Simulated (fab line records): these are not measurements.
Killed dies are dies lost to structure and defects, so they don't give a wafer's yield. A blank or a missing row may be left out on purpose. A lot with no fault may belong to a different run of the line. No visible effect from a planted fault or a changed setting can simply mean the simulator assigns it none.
A single fault, viewed from 2 desks    flow nand_harc    each desk has only its own numbers; what lay behind them comes last

## THE METROLOGY DESK
What the gauges read, lot by lot, whatever tool the lot ran on: means of the sampled wafers that have a number. A lot is out of limits, marked OUT, if its mean lies more than 4 standard deviations from the usual mean; the brackets give that distance.
Columns: A = cd_nm at NHARC_A_SGD_CUT_CD_MEAS_09, usual 99.9 nm; B = overlay_x_nm at NHARC_A_SGD_CUT_OVL_MEAS_10, usual 0.3 nm; C = overlay_y_nm at NHARC_A_SGD_CUT_OVL_MEAS_10, usual 0.0 nm; D = thk_nm at NHARC_A_SGD_CUT_THK_MEAS_22, usual 148.0 nm
lot   first seen here  A      B     C    D
L572  day 19 08:31     100.0  -0.7  0.4  149.3
L579  day 22 11:30     100.4  -0.3  0.6  148.6
L585  day 24 23:28     99.7   0.6   0.3  98.2 (-33) OUT
L589  day 26 13:08     99.3   -0.9  0.0  96.7 (-34) OUT
L590  day 26 22:53     99.5   0.5   1.7  146.4
L592  day 28 10:02     99.8   0.7   1.2  148.0
Finding of this desk: L585, L589 out of limits; the first was L585 at day 25 05:17, on thk_nm at NHARC_A_SGD_CUT_THK_MEAS_22. Within limits: L572, L579, L590, L592.

## THE DEFECT DESK
Counts from the inspections along the route, per lot, as means over the sampled wafers that have a number. A lot is out of limits, marked OUT, if its mean lies more than 4 standard deviations from the usual mean; the brackets give that distance.
Columns: A = raw_defect_count at NHARC_A_SGD_CUT_INSPECT_11, usual 55
lot   first seen here  A
L572  day 19 08:39     13
L579  day 22 11:37     72
L585  day 24 23:36     92
L589  day 26 13:15     68
L590  day 26 23:01     60
L592  day 28 10:10     73
This desk's verdict: no lot among the 6 shows anything out of limits.

## TAKEN TOGETHER
At day 25 05:17 the metrology desk could have sounded an alarm, on L585, L589.
Nothing out of limits was seen by the defect desk.
The defect desk has L585, L589 on record, within its limits.
Every lot named ran NHARC_A_SGD_CUT_DEP_20 on fcvd-01.

## WHAT HAD BEEN PUT IN BY THE SIMULATOR
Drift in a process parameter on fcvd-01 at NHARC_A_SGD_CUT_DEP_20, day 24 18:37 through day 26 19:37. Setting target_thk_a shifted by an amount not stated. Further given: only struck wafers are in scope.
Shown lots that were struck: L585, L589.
Per desk, hours elapsed from the start of the fault to the first reading out of limits: for the metrology desk, 11.
